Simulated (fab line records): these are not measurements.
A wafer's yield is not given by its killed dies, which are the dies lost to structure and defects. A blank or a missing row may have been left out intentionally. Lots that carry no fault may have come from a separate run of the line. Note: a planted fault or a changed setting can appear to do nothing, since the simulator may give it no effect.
Chamber matching | flow n5_finfet | 4 sister chambers for N5_BEOL_M1_ETCH_77 on rie_diel-03
The step etches underlayer in N2/H2, target depth 6.5 nm, time 5.2 s. 18 wafers are shown with their chamber, then 9 later ones without.

WAFERS WITH THEIR CHAMBER
wafer  | chamber | drypump_motor_current_A (A) | showerhead_plenum_p_Torr (Torr) | throttle_valve_pct (%)
L076.1 | 0       | 5.1                         | 2.44                            | 17.65
L076.3 | 2       | 5.5                         | 2.53                            | 18.07
L076.4 | 0       | 5.1                         | 2.44                            | 17.65
L078.1 | 0       | 5.1                         | 2.43                            | 17.66
L078.4 | 3       | 6.5                         | 2.71                            | 17.46
L078.5 | 1       | 6.1                         | 2.66                            | 17.88
L084.2 | 0       | 5.1                         | 2.43                            | 17.66
L084.4 | 2       | 5.5                         | 2.52                            | 18.12
L084.5 | 0       | 5.1                         | 2.43                            | 17.63
L088.1 | 3       | 6.4                         | 2.70                            | 17.48
L088.4 | 2       | 5.5                         | 2.52                            | 18.11
L088.6 | 1       | 6.1                         | 2.65                            | 17.91
L090.3 | 2       | 5.5                         | 2.52                            | 18.12
L090.4 | 3       | 6.4                         | 2.70                            | 17.48
L090.5 | 0       | 5.2                         | 2.43                            | 17.69
L089.2 | 3       | 6.4                         | 2.70                            | 17.49
L089.3 | 2       | 5.5                         | 2.52                            | 18.13
L089.5 | 3       | 6.4                         | 2.70                            | 17.50

SIGNATURES (means of the wafers above)
reading                  | chamber 0 | chamber 1 | chamber 2 | chamber 3 | scatter within a chamber
drypump_motor_current_A  | 5.117     | 6.100     | 5.500     | 6.420     | 0.0342
showerhead_plenum_p_Torr | 2.4333    | 2.6550    | 2.5220    | 2.7020    | 0.00495
throttle_valve_pct       | 17.6567   | 17.8950   | 18.1100   | 17.4820   | 0.0198
Rule: distance of a wafer from a chamber = root of the sum over the readings of ((wafer's reading minus chamber's mean) / reading's scatter) squared. If the next closest chamber is less than 2 further off than the closest, the wafer can't be placed; otherwise it belongs to the closest. The scatter is the square root of a quotient: the sum, over the shown wafers, of each reading's squared deviation from its chamber's mean, divided by wafers minus chambers.

WAFERS MISSING THEIR CHAMBER
wafer  | drypump_motor_current_A (A) | showerhead_plenum_p_Torr (Torr) | throttle_valve_pct (%)
L092.2 | 6.4                         | 2.70                            | 17.47
L092.3 | 5.1                         | 2.42                            | 17.69
L092.5 | 6.1                         | 2.65                            | 17.93
L095.2 | 6.1                         | 2.65                            | 17.92
L095.3 | 6.4                         | 2.69                            | 17.52
L095.4 | 5.1                         | 2.42                            | 17.70
L096.3 | 5.1                         | 2.42                            | 17.70
L096.4 | 6.4                         | 2.69                            | 17.52
L096.5 | 6.4                         | 2.69                            | 17.51

WHICH CHAMBER EACH ONE RAN IN
wafer  | from the rows above | in truth
L092.2 | 3                   | 3
L092.3 | 0                   | 0
L092.5 | 1                   | 1
L095.2 | 1                   | 1
L095.3 | 3                   | 3
L095.4 | 0                   | 0
L096.3 | 0                   | 0
L096.4 | 3                   | 3
L096.5 | 3                   | 3
9 of 9 placed correctly. Not placeable from these rows: 0. Placed wrongly: 0.
